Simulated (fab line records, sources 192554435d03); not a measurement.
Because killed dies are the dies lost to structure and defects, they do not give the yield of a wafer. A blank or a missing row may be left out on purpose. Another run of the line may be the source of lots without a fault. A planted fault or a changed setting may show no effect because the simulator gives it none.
Split-lot experiment / flow n5-finfet / on a route of 1938 steps: 7 lots, 21 wafers read

## SPLIT DETAILS
At N5_BEOL_M10_ETCH_41 (etches SiCN in CH3F/O2, target depth 42.6 nm, time 86 s), the setting source-w was moved away from the recipe's 395 W on 10 of the 21 wafers read, by -15.8% to +10.3%. The other wafers ran this setting at the recipe's value.

The split's own step is where the reading is taken.

## THE READING
rf-vpp-V, in V, at N5_BEOL_M10_ETCH_41 (etches SiCN in CH3F/O2, target depth 42.6 nm, time 86 s). A value of 297.6 V with a standard deviation of 1.8 V is what fault-free wafers of this fab line usually give.

wafer=L074.1; tool, chamber at the split=rie-diel-04, 0; source-w as run, W=435.5; against the recipe=+10.3%; rf-vpp-V, V=287.1; against lot-mates on the recipe=no lot-mate on the recipe
wafer=L074.3; tool, chamber at the split=rie-diel-04, 3; source-w as run, W=435.5; against the recipe=+10.3%; rf-vpp-V, V=289.8; against lot-mates on the recipe=no lot-mate on the recipe
wafer=L074.6; tool, chamber at the split=rie-diel-04, 2; source-w as run, W=435.5; against the recipe=+10.3%; rf-vpp-V, V=288.5; against lot-mates on the recipe=no lot-mate on the recipe
wafer=L078.3; tool, chamber at the split=rie-diel-03, 3; source-w as run, W=332.7; against the recipe=-15.8%; rf-vpp-V, V=314.9; against lot-mates on the recipe=+19.4
wafer=L078.4; tool, chamber at the split=rie-diel-03, 2; source-w as run, W=332.7; against the recipe=-15.8%; rf-vpp-V, V=311.6; against lot-mates on the recipe=+16.1
wafer=L078.6; tool, chamber at the split=rie-diel-03, 0; source-w as run, W=395; against the recipe=recipe; rf-vpp-V, V=295.5; against lot-mates on the recipe=-
wafer=L081.1; tool, chamber at the split=rie-diel-03, 0; source-w as run, W=432.5; against the recipe=+9.5%; rf-vpp-V, V=287.8; against lot-mates on the recipe=-8.4
wafer=L081.4; tool, chamber at the split=rie-diel-03, 3; source-w as run, W=432.5; against the recipe=+9.5%; rf-vpp-V, V=291.3; against lot-mates on the recipe=-4.9
wafer=L081.6; tool, chamber at the split=rie-diel-03, 0; source-w as run, W=395; against the recipe=recipe; rf-vpp-V, V=296.2; against lot-mates on the recipe=-
wafer=L084.2; tool, chamber at the split=rie-diel-01, 2; source-w as run, W=395; against the recipe=recipe; rf-vpp-V, V=298.4; against lot-mates on the recipe=-
wafer=L084.3; tool, chamber at the split=rie-diel-01, 0; source-w as run, W=357.5; against the recipe=-9.5%; rf-vpp-V, V=306.9; against lot-mates on the recipe=+8.5
wafer=L084.5; tool, chamber at the split=rie-diel-01, 0; source-w as run, W=357.5; against the recipe=-9.5%; rf-vpp-V, V=307.1; against lot-mates on the recipe=+8.7
wafer=L087.4; tool, chamber at the split=rie-diel-03, 1; source-w as run, W=395; against the recipe=recipe; rf-vpp-V, V=297.7; against lot-mates on the recipe=-
wafer=L087.5; tool, chamber at the split=rie-diel-03, 1; source-w as run, W=395; against the recipe=recipe; rf-vpp-V, V=299.0; against lot-mates on the recipe=-
wafer=L087.6; tool, chamber at the split=rie-diel-03, 0; source-w as run, W=395; against the recipe=recipe; rf-vpp-V, V=294.6; against lot-mates on the recipe=-
wafer=L093.1; tool, chamber at the split=rie-diel-01, 0; source-w as run, W=395; against the recipe=recipe; rf-vpp-V, V=295.4; against lot-mates on the recipe=-
wafer=L093.2; tool, chamber at the split=rie-diel-01, 1; source-w as run, W=395; against the recipe=recipe; rf-vpp-V, V=296.6; against lot-mates on the recipe=-
wafer=L093.6; tool, chamber at the split=rie-diel-01, 1; source-w as run, W=348.6; against the recipe=-11.7%; rf-vpp-V, V=309.6; against lot-mates on the recipe=+13.6
wafer=L092.3; tool, chamber at the split=rie-diel-01, 2; source-w as run, W=395; against the recipe=recipe; rf-vpp-V, V=301.0; against lot-mates on the recipe=-
wafer=L092.5; tool, chamber at the split=rie-diel-01, 2; source-w as run, W=395; against the recipe=recipe; rf-vpp-V, V=300.6; against lot-mates on the recipe=-
wafer=L092.6; tool, chamber at the split=rie-diel-01, 1; source-w as run, W=395; against the recipe=recipe; rf-vpp-V, V=298.3; against lot-mates on the recipe=-

THE FIT
A straight line over all 21 wafers: rf-vpp-V changes by -0.948 V for each +1% of source-w; r = -0.97; the points scatter about the line by 1.8 V.
The same after taking each lot's own level away (the mean of its wafers on the recipe; 18 wafers): -0.989 V for each +1%; r = -0.97; scatter 1.8 V.
Per that fit: largest source-w move, reading shift of 16 V.
From 295.50 to 299.97 V: that is the span of the lots' own levels, equal to 2.5 times the standard deviation above.
Hence the lot-to-lot level has little effect on the slope; both slopes agree.
Check: for one of the wafers moved furthest among these (-15.8%), held out of the fit, the line's prediction against its lot-mates is +15 V. Against them it came out at +19.4 V.
Tool readings at the split's step, against how far the setting was moved: rf-vpp-V r = -0.97.

## OTHER SPLITS ON THESE WAFERS
Before the reading, these wafers also passed through other splits. Each is held against what the fit with the lots' levels taken away leaves over:
other split on the same wafers=N5_BEOL_M6_TRENCH_ETCH_37 bias-w; wafers away from the commonest value=8; r with rf-vpp-V (lot level and that fit taken away)=+0.03
other split on the same wafers=N5_BEOL_M7_DEP_56 time-s; wafers away from the commonest value=8; r with rf-vpp-V (lot level and that fit taken away)=-0.15
other split on the same wafers=N5_BEOL_M8_ILD_DEP_00 time-s; wafers away from the commonest value=9; r with rf-vpp-V (lot level and that fit taken away)=+0.26
other split on the same wafers=N5_BEOL_M9_COAT_75 spin-rpm; wafers away from the commonest value=10; r with rf-vpp-V (lot level and that fit taken away)=+0.26

## FILE'S OWN FIT
rf-vpp-V changes by -1.03 V for each +1% of source-w, r = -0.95.
